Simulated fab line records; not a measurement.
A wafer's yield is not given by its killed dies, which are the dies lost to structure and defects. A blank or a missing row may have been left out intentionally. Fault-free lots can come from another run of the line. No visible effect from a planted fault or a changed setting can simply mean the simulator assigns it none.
Split-lot study -- flow n5 finfet -- 39 wafers read from 7 lots, route of 1938 steps

== ON THE SPLIT ==
At N5_FIN_SAQP_HM_DEP_03 (deposits SiNx from SiH4/NH3/N2, target thk 38 nm, time 33.6 s), the setting target thk a was moved away from the recipe's 380 angstrom on 15 of the 39 wafers read, by -13.4% to +13.8%. The other wafers ran this setting at the recipe's value.

== FROM THE SPLIT TO THE READING: what the file shows between them, 13 steps ==
- N5_FIN_SAQP_THK_MEAS_05
- N5_FIN_SAQP_SPACER2_ALD_28: deposits SiO2, target thk 8.1 nm, pulse time 1 s, purge time 2 s (also split here: target thk a)
- N5_FIN_SAQP_SPACER2_ETCHBACK_29: etches SiO2 in CHF3/O2, target depth 12.2 nm, time 6.1 s
- N5_FIN_SAQP_MANDREL2_REMOVE_60: chemistry HBr/Cl2/O2, target a-Si, stops on SiNx, bt time 10 s
- N5_FIN_SAQP_CD_MEAS_31: target cd 8 nm
- N5_FIN_SAQP_HM_OPEN_33: chemistry CH3F/O2, target SiNx, target depth 49.4 nm, time 70.6 s
- N5_FIN_SAQP_ETCH_34: etches SiO2 in C4F6/O2, target depth 45 nm, time 15 s
- N5_FIN_SAQP_STRIP_77: strips in N2/H2, time 90 s
- N5_FIN_SAQP_HM_CD_35: target cd 8 nm
- N5_FIN_SAQP_ETCH_64: etches SiO2 in CF4, target depth 1.5 nm
- N5_FIN_SAQP_FIN_ETCH_36: etches the open film in HBr/Cl2/O2, target depth 120 nm, time 50.4 s
- N5_FIN_SAQP_CD_MEAS_37: target cd 8 nm
- N5_FIN_SAQP_PRECLEAN_38: cleans in O3/DIW, time 45 s

== THE READING ==
SiNx_of_FIN_SAQP_HM_DEP_03.thk nm (the simulator's own value, which no gauge read), in nm, at N5_FIN_SAQP_PRECLEAN_45 (cleans in dHF, time 10 s). The file does not state a usual value for it. Across the 24 wafers here that went through the recipe, the average is 21.2 nm and the standard deviation 0.52 nm.

wafer,"tool, chamber at the split","target thk a as run, angstrom",against the recipe,"SiNx_of_FIN_SAQP_HM_DEP_03.thk nm, nm",against lot-mates on the recipe
L077.1,"pecvd-01, 0",342.5,-9.9%,16.6,-4.5
L077.2,"pecvd-01, 2",342.5,-9.9%,17,-4.1
L077.3,"pecvd-01, 1",380,recipe,20.6,-
L077.4,"pecvd-01, 2",342.5,-9.9%,17.4,-3.7
L077.5,"pecvd-01, 0",380,recipe,21.4,-
L077.6,"pecvd-01, 1",380,recipe,21.2,-
L081.1,"pecvd-01, 0",423.7,+11.5%,25.2,+4.1
L081.2,"pecvd-01, 2",423.7,+11.5%,25,+3.9
L081.3,"pecvd-01, 1",380,recipe,20.6,-
L081.4,"pecvd-01, 0",380,recipe,21.6,-
L081.5,"pecvd-01, 2",423.7,+11.5%,25.8,+4.7
L081.6,"pecvd-01, 1",380,recipe,21,-
L082.1,"pecvd-02, 1",380,recipe,21.6,-
L082.4,"pecvd-02, 2",380,recipe,21.6,-
L082.2,"pecvd-02, 0",329.2,-13.4%,16,-5.2
L082.3,"pecvd-02, 2",380,recipe,20.4,-
L082.5,"pecvd-02, 1",329.2,-13.4%,16.6,-4.6
L082.6,"pecvd-02, 0",329.2,-13.4%,16.4,-4.8
L089.1,"pecvd-01, 0",380,recipe,20.2,-
L089.2,"pecvd-01, 2",380,recipe,21,-
L089.4,"pecvd-01, 0",380,recipe,21,-
L089.5,"pecvd-01, 1",380,recipe,21,-
L089.3,"pecvd-01, 1",380,recipe,20.6,-
L089.6,"pecvd-01, 2",380,recipe,21.2,-
L090.1,"pecvd-04, 2",380,recipe,21.4,-
L090.2,"pecvd-04, 1",408.4,+7.5%,23.2,+1.8
L090.3,"pecvd-04, 0",380,recipe,21,-
L090.4,"pecvd-04, 2",408.4,+7.5%,24.4,+3.0
L090.5,"pecvd-04, 1",408.4,+7.5%,24.2,+2.8
L090.6,"pecvd-04, 0",380,recipe,21.8,-
L092.1,"pecvd-04, 1",432.4,+13.8%,26.6,+5.3
L092.2,"pecvd-04, 0",380,recipe,20.8,-
L092.3,"pecvd-04, 2",380,recipe,21.2,-
L092.4,"pecvd-04, 2",432.4,+13.8%,27.4,+6.1
L092.5,"pecvd-04, 1",432.4,+13.8%,26.8,+5.5
L092.6,"pecvd-04, 0",380,recipe,21.8,-
L095.1,"pecvd-04, 0",380,recipe,21.4,-
L095.4,"pecvd-04, 1",380,recipe,21.6,-
L095.5,"pecvd-04, 2",380,recipe,22.6,-

FIT RESULTS
A straight line over all 39 wafers: SiNx_of_FIN_SAQP_HM_DEP_03.thk nm changes by +0.388 nm for each +1% of target thk a; r = +0.98; the points scatter about the line by 0.52 nm.
The same after taking each lot's own level away (the mean of its wafers on the recipe; 39 wafers): +0.384 nm for each +1%; r = +0.99; scatter 0.45 nm.
According to that fit, moving target thk a by its largest amount changes the reading by 5.3 nm.
The span of the lots' own levels, 20.83 to 21.87 nm, comes to 2.0 times the standard deviation stated above.
Consequently the slope shifts little with the lot-to-lot level, the two slopes agreeing.
Check: for one of the wafers moved furthest among these (+13.8%), held out of the fit, the line's prediction against its lot-mates is +5.28 nm. Against them it came out at +5.33 nm.

== THESE WAFERS: OTHER SPLITS ==
These wafers also went through other splits before the reading. Each is held against what the fit with the lots' levels taken away leaves over:
other split on the same wafers,wafers away from the commonest value,r with SiNx_of_FIN_SAQP_HM_DEP_03.thk nm (lot level and that fit taken away)
N5_WELL_APT_IMPLANT_31 energy kev,18,-0.18
N5_FIN_SAQP_SPACER2_ALD_28 target thk a,18,+0.00

== THE WHOLE CHAIN: every reading that the file lists as answering this split, in the file's order ==
step,what it does,reading,change (the file's fit),r (the file's)
N5_FIN_SAQP_HM_DEP_03,"deposits SiNx from SiH4/NH3/N2, target thk 38 nm, time 33.6 s","SiNx_of_FIN_SAQP_HM_DEP_03.thk nm (the simulator's own value, which no gauge read)",+0.387 nm for each +1% of the setting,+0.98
N5_FIN_SAQP_THK_MEAS_05,,thk nm,withheld for each +1% of the setting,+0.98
N5_FIN_SAQP_HM_OPEN_33,"chemistry CH3F/O2, target SiNx, target depth 49.4 nm, time 70.6 s",etch rf on time s,withheld for each +1% of the setting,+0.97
N5_FIN_SAQP_HM_OPEN_33,"chemistry CH3F/O2, target SiNx, target depth 49.4 nm, time 70.6 s","etch.depth nm (the simulator's own value, which no gauge read)",+0.39 nm for each +1% of the setting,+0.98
N5_FIN_SAQP_PRECLEAN_45,"cleans in dHF, time 10 s","SiNx_of_FIN_SAQP_HM_DEP_03.thk nm (the simulator's own value, which no gauge read)",+0.384 nm for each +1% of the setting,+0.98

== FILE'S OWN FIT ==
SiNx_of_FIN_SAQP_HM_DEP_03.thk nm changes by +0.384 nm for each +1% of target thk a, r = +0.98.
